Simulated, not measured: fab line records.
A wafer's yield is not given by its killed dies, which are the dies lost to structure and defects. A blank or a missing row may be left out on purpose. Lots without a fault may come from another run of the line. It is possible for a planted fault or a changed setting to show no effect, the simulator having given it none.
Matching of chambers | flow nand-harc | NHARC_P_M0_PRE_CLEAN_31 on pecvd-02 has 3 sister chambers
The step time 12 s. 18 wafers are shown with their chamber, then 9 later ones without.

== WAFERS PAIRED WITH THEIR CHAMBERS ==
wafer  | chamber | heater-power-w (W) | rf-fwd-power-W (W)
L077.3 | 0       | 524                | 292.5
L077.4 | 0       | 519                | 292.1
L077.6 | 1       | 714                | 291.3
L080.1 | 0       | 477                | 291.8
L080.4 | 2       | 521                | 292.9
L080.6 | 1       | 645                | 291.2
L081.2 | 1       | 640                | 291.4
L081.4 | 1       | 650                | 292.8
L081.6 | 2       | 549                | 294.1
L083.1 | 0       | 539                | 292.8
L083.3 | 2       | 559                | 293.9
L083.5 | 1       | 589                | 292.7
L088.1 | 1       | 596                | 292.9
L088.4 | 2       | 580                | 292.9
L088.5 | 1       | 603                | 292.2
L090.1 | 2       | 576                | 291.4
L090.5 | 0       | 467                | 293.5
L090.6 | 2       | 566                | 293.1

SIGNATURES (means of the wafers above)
reading        | chamber 0 | chamber 1 | chamber 2 | scatter within a chamber
heater-power-w | 505.20    | 633.86    | 558.50    | 34.2
rf-fwd-power-W | 292.540   | 292.071   | 293.050   | 0.807
Rule: for each reading, subtract the chamber's mean from the wafer's reading, divide by that reading's scatter and square the result; add these up over the readings and take the root, which gives the wafer's distance from the chamber. The wafer belongs to the nearest chamber; if the next one is less than 2 further off, it can't be placed. How the scatter is found: for the shown wafers, subtract from each reading the mean of its chamber, square and add these, divide the total by (wafers less chambers), then take the root.

== WAFERS WITHOUT THEIR CHAMBER ==
wafer  | heater-power-w (W) | rf-fwd-power-W (W)
L093.3 | 590                | 292.3
L093.4 | 512                | 291.9
L093.6 | 581                | 292.9
L094.1 | 596                | 293.0
L094.2 | 437                | 292.5
L094.4 | 584                | 293.1
L096.2 | 568                | 292.7
L096.4 | 576                | 292.8
L096.5 | 510                | 292.7

== WHICH CHAMBER EACH ONE RAN IN ==
wafer  | from the rows above          | in truth
L093.3 | can't be placed: 2 or 1 or 0 | 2
L093.4 | can't be placed: 0 or 2      | 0
L093.6 | can't be placed: 2 or 1 or 0 | 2
L094.1 | can't be placed: 2 or 1 or 0 | 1
L094.2 | can't be placed: 0 or 2      | 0
L094.4 | can't be placed: 2 or 1 or 0 | 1
L096.2 | can't be placed: 2 or 0 or 1 | 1
L096.4 | can't be placed: 2 or 1 or 0 | 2
L096.5 | can't be placed: 0 or 2      | 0
Correct placement for 0 of the 9. Unplaceable from these rows: 9, with the true chamber sitting among the candidates in 9. Number placed wrongly: 0.
